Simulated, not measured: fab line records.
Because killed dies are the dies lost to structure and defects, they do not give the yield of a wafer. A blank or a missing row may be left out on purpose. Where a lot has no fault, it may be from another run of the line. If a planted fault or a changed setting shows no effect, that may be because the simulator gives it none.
Code-filled problem report in 8D (eight disciplines) form :: flow n5 finfet :: the parts of the form that need people (team, actions taken, sign-off) are left out

== 1. WHAT WENT WRONG ==
killed at contacts at N5_PASSIVATION_PROBE_49 reads a mean of 250 on 2 wafers of 2 lots; wafers without a fault read 12 with a standard deviation of 6. Relative to the usual mean, that is a shift of +40 standard deviations.
The first sign was on wafer L582.3 at day 14 21:58, on prober-01. The record holds 13 wafers of 5 lots with a number at this step. Rule for "out" (also "out of limits"): further than 4 standard deviations from the usual mean. All remaining wafers that have a number are taken as sound.

== 2. WHAT IT IS; WHAT IT IS NOT ==
question: which readings at this step
is: killed at contacts, defect limited yield, killed dies, sort_bin_5_function, sort n pass, sort yield pct
is not: killed_at_M0_to_M3, killed_at_M4_up, killed at front end, killed at other, killed on rim, killed open, killed short, sort_bin_6_memory

question: which lots
is: L582, L584
is not: L575, L576, L579

question: which wafers of those lots
is: L582.3, L584.3
is not: L582.2, L582.5, L584.1, L584.4

question: read on which tools
is: prober-01, prober-02
is not: -

question: when
is: from day 14 21:58
is not: up to then (8 sound wafers); but 3 sound wafers of L582, L584 came after

== 3. THE SUSPECTS, EACH WITH WHAT RULES IT OUT ==
Counting: if a tool at a process step up to the reading ran every lot that is out, it stays a suspect. Sound lots after the first of them don't rule it out here, since some wafers of a struck lot are sound.
- rie diel-06 at N5_MOL_CONTACT_COAG_ETCH_91 (etches SOC in N2/H2, target depth 60 nm, overetch 21 nm, time 101.2 s): kept. It ran every lot that is out, first L582 (day 7 18:01); its last sound lot up to then is L575 (day 5 20:05).
- In rie diel-06 at N5_MOL_CONTACT_COAG_ETCH_91, the wafers that are out were processed in chamber 0 and their sound lot-mates in chambers 1, 2.
Left after counting: rie diel-06 at N5_MOL_CONTACT_COAG_ETCH_91.

== 4. THE CAUSE (what the simulator had put in) ==
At N5_MOL_CONTACT_COAG_ETCH_91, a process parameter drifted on rie diel-06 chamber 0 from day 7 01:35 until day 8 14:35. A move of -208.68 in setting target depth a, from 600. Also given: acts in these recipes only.
Counting left only this tool.

== 5. THE CHAIN OF EFFECTS, in route order ==
Each row: a reading where the mean over the struck wafers with a number is more than 3 standard deviations away from the usual. Only readings for which the record gives a usual standard deviation are gone through. hours: the time from each lot's start at the first step in this table that gives one to its start at this step, as a median over the lots. sigmas: the change in usual standard deviations.
hours: 0
step: N5_PASSIVATION_PROBE_49
reading: defect limited yield
usual: 91.4 %
on struck wafers: 72.3
change: -19.1
sigmas: -13

hours: 0
step: N5_PASSIVATION_PROBE_49
reading: killed at contacts
usual: 12
on struck wafers: 250
change: +238
sigmas: +40

hours: 0
step: N5_PASSIVATION_PROBE_49
reading: killed dies
usual: 101
on struck wafers: 326
change: +225
sigmas: +12

hours: 0
step: N5_PASSIVATION_PROBE_49
reading: sort_bin_5_function
usual: 5.0 %
on struck wafers: 24.5
change: +19.5
sigmas: +20

hours: 0
step: N5_PASSIVATION_PROBE_49
reading: sort n pass
usual: 1079
on struck wafers: 854
change: -225
sigmas: -12

hours: 0
step: N5_PASSIVATION_PROBE_49
reading: sort yield pct
usual: 91.4 %
on struck wafers: 72.3
change: -19.1
sigmas: -13
The process steps in it:
- N5_PASSIVATION_PROBE_49
Later measuring or inspecting steps at which every struck wafer that the step has a row for has a number for every such reading, and none has moved that far: N5_PASSIVATION_INSPECT_57.

== 6. HOW IT WOULD HAVE BEEN CAUGHT EARLIER ==
The fault began at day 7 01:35; the first out-of-limits reading in this record came at day 14 21:58, 188 hours later.
Of the tool readings at N5_MOL_CONTACT_COAG_ETCH_91 for which the record gives a usual standard deviation, none was out on any struck wafer, so an alarm limit of 4 standard deviations on them would not have fired.
The start of N5_MOL_CONTACT_COAG_ETCH_91 on rie diel-06 came by day 14 21:58 for every one of the lots that are out (2). Had the tool been put on hold then, not one of them would have been saved.
